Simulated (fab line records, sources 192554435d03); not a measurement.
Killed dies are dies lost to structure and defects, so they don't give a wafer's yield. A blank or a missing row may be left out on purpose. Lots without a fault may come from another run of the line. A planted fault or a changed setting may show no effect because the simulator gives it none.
fab line records | flow n5_finfet
record lots=11 wafers=33 last_day=17
route steps=1938 shown BEOL_M11@1572 BEOL_M12@1613
lots that met no fault: from a run of the same line without faults
start_h: hours from the record's first day to the start of the lot's first wafer shown | wait_h: hours since the lot's step before | " the same as in the row above | L1.1+2: a row that stands for several wafers | - no value, or no start given | * or withheld: withheld | < > ~ a bound
route shown NAME@n: a module of which the file shows steps, and the number in the route of the first | usual: mean/standard deviation of fault-free wafers | same: alike in all rows | chamber/n: place in a boat | sites: the reading at each site | _std_site: their standard deviation | _edge_site: outer sites' mean less inner sites' | radius_mm: how far each site lies from the wafer's centre | mask NAME#n: copy n | behind: the tool/chamber that last shaped the wafer | hold: why the lot was held/for how many hours/how that ended | device: the transistor (n, p or np) that didn't switch | end of line: the same wafers' tests at the end of the route | a step without rows: its recipe alone | killed: dies lost to structure and defects at the first sort, not the wafer's yield | map: a wafer's dies, x killed, . not, _ none there
set.NAME: the setting as run; set.NAME@STEP: as run at that earlier step | model.NAME: the simulator's own value behind a step, which no gauge read
steps of the route over a sample of lots; a table a step, a row a wafer
services: from which hour (start_h, from the record's first day; less than 0 if before it) a tool's chamber was out of use, for how many hours, and why
## steps
# step N5_BEOL_M11_ETCH_65
# recipe chemistry=CF4 target=SiARC target_depth_a=390 mask_material=CAR-ArF time_s=65 ion_energy_ev=80 pressure_mtorr=40 source_w=545 bias_w=36 Ar_flow_sccm=100 cf4_flow_sccm=100 ends=cleared
# usual drypump_motor_current_A=5.7/0.35 etch_rf_on_time_s=65.1/2.1 oes_product_au=0.70/0.063 rf_vpp_V=184.3/1.1 showerhead_plenum_p_Torr=2.17/0.051 throttle_valve_pct=15.50/0.21
# columns lot.wafer tool chamber start_h wait_h drypump_motor_current_A etch_rf_on_time_s oes_product_au rf_hours_counter_h rf_vpp_V showerhead_plenum_p_Torr throttle_valve_pct
L203.3 rie_diel-04 2 215.66 0.0 6.0 62.6 0.81 10 185.5 2.17 15.52
L203.4 " 2 " " 6.0 62.3 0.82 - 183.0 2.17 15.51
L203.5 " 0 " " 5.4 65.9 0.62 - 185.2 2.22 15.73
L204.1 rie_diel-01 2 227.59 0.0 5.8 63.7 0.74 50 183.9 2.11 15.75
L204.2 " 0 " " 5.6 64.7 0.59 249 184.1 2.11 15.87
L204.3 " 1 " " 5.7 67.8 0.70 70 186.0 2.26 15.64
L205.2 rie_diel-04 2 236.38 0.0 6.0 63.2 0.80 17 183.8 2.17 15.51
L205.3 " 3 " " 6.1 62.2 0.69 127 184.1 2.18 15.38
L205.6 " 3 " " 6.1 63.1 0.68 - 184.8 2.18 15.38
L206.1 rie_diel-04 3 237.99 0.0 6.1 62.7 0.69 128 184.0 2.18 15.38
L206.3 " 2 " " 6.0 62.8 0.79 17 185.1 2.17 15.53
L206.6 " 2 " " 6.0 63.1 0.80 - 184.8 2.17 15.53
L207.1 rie_diel-05 0 244.51 0.0 5.0 63.8 0.60 234 184.6 2.20 15.59
L207.5 " 1 " " 5.6 67.1 0.70 - 184.2 2.18 15.50
L207.6 " 0 " " 5.0 63.3 0.60 - 185.3 2.20 15.58
L208.3 rie_diel-01 3 244.81 0.0 6.2 63.9 0.78 - 184.4 2.10 15.18
L208.4 " 1 " " 5.7 67.3 0.70 - 185.8 2.26 15.65
L208.5 " 3 " " 6.2 63.4 0.78 - 184.2 2.10 15.17
L210.2 rie_diel-01 3 268.61 0.0 6.2 64.3 0.77 27 181.8 2.10 15.19
L210.3 " 2 " " 5.8 63.6 0.73 61 182.6 2.10 15.78
L210.4 " 1 " " 5.7 67.5 0.69 84 185.3 2.26 15.66
L212.1 rie_diel-05 1 288.43 0.0 5.6 65.9 0.70 74 183.9 2.18 15.51
L212.4 " 3 " " 5.8 69.2 0.72 32 184.2 2.21 15.19
L212.5 " 1 " " 5.6 66.5 0.70 - 183.8 2.18 15.52
L223.2 rie_diel-01 0 341.50 0.0 5.6 66.1 0.74 31 182.9 2.10 15.42
L223.4 " 1 " " 5.7 67.9 0.66 - 185.7 2.25 15.71
L223.6 " 0 " " 5.6 66.0 0.74 - 184.3 2.10 15.43
L222.3 rie_diel-05 1 342.36 0.0 5.6 66.6 0.67 92 184.3 2.17 15.57
L222.5 " 1 " " 5.6 66.0 0.68 - 184.9 2.17 15.54
L222.6 " 2 " " 5.7 67.2 0.71 - 185.7 2.16 15.39
L226.2 rie_diel-05 1 359.05 0.0 5.6 66.7 0.67 98 184.2 2.17 15.57
L226.5 " 3 " " 5.8 69.6 0.69 - 185.3 2.20 15.23
L226.6 " 0 " " 5.0 61.6 0.84 - 184.5 2.19 15.15
# step N5_BEOL_M11_DEGAS_44
# recipe ambient=vacuum temp_c=250 time_s=60
# usual heater_power_w=333/17
# columns lot.wafer tool chamber start_h wait_h heater_power_w
L203.3 pvd_sputter-03 - 217.13 0.7 311
L203.4 " - " " 346
L203.5 " - " " 362
L204.1 pvd_sputter-01 - 228.71 0.4 317
L204.2 " - " " 327
L204.3 " - " " 329
L205.2 pvd_sputter-01 - 237.40 0.3 339
L205.3 " - " " 325
L205.6 " - " " 327
L206.1 pvd_sputter-02 - 239.08 0.4 351
L206.3 " - " " 328
L206.6 " - " " 301
L207.1 pvd_sputter-03 - 245.70 0.5 354
L207.5 " - " " 346
L207.6 " - " " 356
L208.3 pvd_sputter-03 - 246.44 0.6 336
L208.4 " - " " 362
L208.5 " - " " 319
L210.2 pvd_sputter-03 - 269.78 0.4 346
L210.3 " - " " 301
L210.4 " - " " 330
L212.1 pvd_sputter-01 - 290.19 1.1 323
L212.4 " - " " 339
L212.5 " - " " 331
L223.2 pvd_sputter-03 - 342.67 0.4 361
L223.4 " - " " 314
L223.6 " - " " 307
L222.3 pvd_sputter-03 - 343.42 0.3 348
L222.5 " - " " 333
L222.6 " - " " 356
L226.2 pvd_sputter-02 - 362.37 1.4 339
L226.5 " - " " 304
L226.6 " - " " 333
# step N5_BEOL_M11_CVD_75
# recipe material=Co target_thk_a=20 temp_c=withheld precursor=CCTBA/H2 pressure_torr=30 time_s=138.9
# usual run_length_s=161.9/0.53
# columns lot.wafer tool chamber start_h wait_h run_length_s
L203.3 cvd_co-02 1 217.64 0.0 162.1
L203.4 " 2 " " 161.8
L203.5 " 0 " " 161.6
L204.1 cvd_co-01 1 229.24 0.1 162.6
L204.2 " 0 " " 161.2
L204.3 " 2 " " 161.6
L205.2 cvd_co-02 1 237.98 0.2 161.6
L205.3 " 0 " " 161.4
L205.6 " 0 " " 161.2
L206.1 cvd_co-02 1 240.03 0.3 162.2
L206.3 " 0 " " 161.1
L206.6 " 0 " " 161.0
L207.1 cvd_co-01 2 246.24 0.1 162.5
L207.5 " 1 " " 162.5
L207.6 " 0 " " 162.4
L208.3 cvd_co-02 1 247.10 0.1 161.7
L208.4 " 0 " " 161.0
L208.5 " 2 " " 161.8
L210.2 cvd_co-02 2 270.27 0.0 132.5
L210.3 " 0 " " 160.9
L210.4 " 1 " " 162.0
L212.1 cvd_co-01 2 290.85 0.1 161.9
L212.4 " 1 " " 163.0
L212.5 " 2 " " 161.8
L223.2 cvd_co-01 0 343.18 0.1 161.5
L223.4 " 2 " " 162.2
L223.6 " 1 " " 162.8
L222.3 cvd_co-01 0 344.78 0.1 162.1
L222.5 " 0 " " 161.3
L222.6 " 1 " " 162.3
L226.2 cvd_co-01 1 362.87 0.0 162.3
L226.5 " 1 " " 162.3
L226.6 " 0 " " 161.6
# step N5_BEOL_M12_OVL_MEAS_11
# recipe points_per_wafer=44
# usual V11_OVL=2/6.7
# columns lot.wafer tool chamber start_h wait_h V11_OVL[nm]
L203.3 overlay-02 0 219.44 0.0 1
L203.4 " 0 " " -6
L203.5 " 0 " " 3
L204.1 overlay-02 0 231.43 0.0 1
L204.2 " 0 " " 1
L204.3 " 0 " " 1
L205.2 overlay-02 0 240.83 0.0 -4
L205.3 " 0 " " 5
L205.6 " 0 " " -7
L206.1 overlay-01 0 243.00 0.0 10
L206.3 " 0 " " 16
L206.6 " 0 " " 9
L207.1 overlay-01 0 247.98 0.0 -3
L207.5 " 0 " " 3
L207.6 " 0 " " -1
L208.3 overlay-02 0 250.05 0.0 -7
L208.4 " 0 " " 2
L208.5 " 0 " " -8
L210.2 overlay-02 0 271.95 0.0 9
L210.3 " 0 " " 11
L210.4 " 0 " " 6
L212.1 overlay-02 0 293.00 0.0 3
L212.4 " 0 " " -11
L212.5 " 0 " " 8
L223.2 overlay-01 0 344.77 0.0 8
L223.4 " 0 " " 8
L223.6 " 0 " " 12
L222.3 overlay-01 0 346.45 0.0 5
L222.5 " 0 " " 9
L222.6 " 0 " " 0
L226.2 overlay-02 0 364.69 0.0 14
L226.5 " 0 " " 8
L226.6 " 0 " " 11
## services
# columns tool chamber start_h hours kind
rie_diel-05 - 200.69 1.2 repair
rie_diel-04 3 204.29 12.3 repair
rie_diel-01 - 205.20 14.6 pm
rie_diel-01 0 229.39 - clean
rie_diel-01 0 229.39 - consumable_replace:focus_ring
rie_diel-01 0 229.39 20.3 scheduled_down
rie_diel-01 0 229.39 20.3 vent_cycle
rie_diel-05 0 231.27 1.3 repair
cvd_co-01 - 237.63 2.8 pm
rie_diel-01 2 241.99 4.6 repair
rie_diel-05 - 266.35 15.6 pm
cvd_co-02 - 273.87 6.9 pm
rie_diel-01 2 279.08 5.3 repair
rie_diel-05 0 301.90 5.6 repair
rie_diel-05 0 319.78 - clean
rie_diel-05 0 319.78 - consumable_replace:focus_ring
rie_diel-05 0 319.78 18.1 scheduled_down
cvd_co-02 1 333.88 - clean
cvd_co-02 1 333.88 22.0 scheduled_down
cvd_co-02 1 333.88 22.0 vent_cycle
rie_diel-01 3 339.32 3.9 repair
rie_diel-05 1 352.70 1.2 repair
cvd_co-02 - 358.20 2.8 pm
rie_diel-01 2 358.50 3.5 repair
## key
first_sign step=N5_BEOL_M11_CVD_75 reading=run_length_s direction=down sigmas=56 usual=* struck=*
effect none on later readings
met_at N5_BEOL_M11_CVD_75
struck_lots L210
struck_wafers L210.2
not_acting_at N5_BEOL_M11_ETCH_65,N5_BEOL_M11_DEGAS_44,N5_BEOL_M12_OVL_MEAS_11
onset_between 247.10 270.27
fault kind=process_parameter_drift tool=cvd_co-02 chamber=2 onset_h=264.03 steps=N5_BEOL_M11_CVD_75 channel=time_s offset=* shape=step end_h=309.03 acts_in=* stated=*
